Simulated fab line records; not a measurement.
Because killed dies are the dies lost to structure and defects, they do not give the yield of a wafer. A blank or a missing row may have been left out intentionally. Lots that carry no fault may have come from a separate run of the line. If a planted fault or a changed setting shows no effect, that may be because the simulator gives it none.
Problem report, 8D (eight disciplines) form, completed by code + flow nand_harc + the parts of the form that need people (team, actions taken, sign-off) are left out

1. PROBLEM STATEMENT
Mean of killed_at_array at NHARC_END_SORT_01: 673 across 4 wafers in 3 lots; on wafers with no fault it is 27 (standard deviation 10). Relative to the usual mean, that is a shift of +65 standard deviations.
Earliest sighting: wafer L505.3 on prober-01 at day 21 14:24. The record holds 11 wafers of 4 lots with a number at this step. The rule behind "out" and "out of limits": a value lying over 4 standard deviations away from the usual mean. All remaining wafers that have a number are taken as sound.

2. WHAT IT IS, WHAT IT ISN'T
| question                    | is                             | is not                                                                              |
|-----------------------------|--------------------------------|-------------------------------------------------------------------------------------|
| which readings at this step | killed_at_array, killed_dies   | killed_at_other, killed_open                                                        |
| which lots                  | L505, L506, L512               | L515                                                                                |
| which wafers of those lots  | L505.3, L506.2, L512.2, L512.3 | L505.1, L505.6, L506.6, L512.6                                                      |
| read on which gauges        | prober-01, prober-02           | -                                                                                   |
| when                        | from day 21 14:24              | up to then (1 sound wafer); but 6 sound wafers of L505, L506, L512, L515 came after |

3. WHAT RULES OUT EACH SUSPECT
Counting: any tool at a process step up to the reading remains a suspect provided it ran every lot that is out. Sound lots after the first of them don't rule it out here, since some wafers of a struck lot are sound.
- ruled out: the gauge at NHARC_END_SORT_01. 2 gauges (prober-01, prober-02) read the wafers that are out.
- ald_metal-01 at NHARC_A_WL_FILL_ALD_19 (deposits TiN, target thk 2 nm, pulse time 3 s, ald cycles 100): kept. It ran every lot that is out, first L505 (day 18 03:58).
Remaining after the count: ald_metal-01 at NHARC_A_WL_FILL_ALD_19.

4. THE CAUSE (what the simulator had put in)
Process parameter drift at NHARC_A_WL_FILL_ALD_19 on ald_metal-01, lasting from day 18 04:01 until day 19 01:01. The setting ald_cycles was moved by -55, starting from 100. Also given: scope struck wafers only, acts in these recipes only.
Counting left only this tool.

5. THE CHAIN OF EFFECTS, in route order
Rows list readings where the struck wafers' mean (over those with a number) sits beyond 3 standard deviations from the usual. Only readings whose record carries a usual standard deviation are examined. hours: median over the lots of the time between each lot's start at the first step of this table that gives one and its start at this step. sigmas: the change, counted in usual standard deviations.
| hours | step              | reading         | usual | on struck wafers | change | sigmas |
|-------|-------------------|-----------------|-------|------------------|--------|--------|
| 0     | NHARC_END_SORT_01 | killed_at_array | 27    | 673              | +646   | +65    |
| 0     | NHARC_END_SORT_01 | killed_dies     | 31    | 677              | +646   | +65    |

6. WHAT WOULD HAVE CAUGHT IT SOONER
The first out-of-limits reading at a measuring or inspecting step in this record came at day 21 14:24, 82 hours after the fault's start at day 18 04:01.
No tool reading at NHARC_A_WL_FILL_ALD_19 that has a usual standard deviation in the record was out on any struck wafer, so an alarm limit of 4 standard deviations on those readings would not have fired.
Lots out: 3; all had begun NHARC_A_WL_FILL_ALD_19 on ald_metal-01 by day 21 14:24. A hold on the tool at that time would have spared none of them.
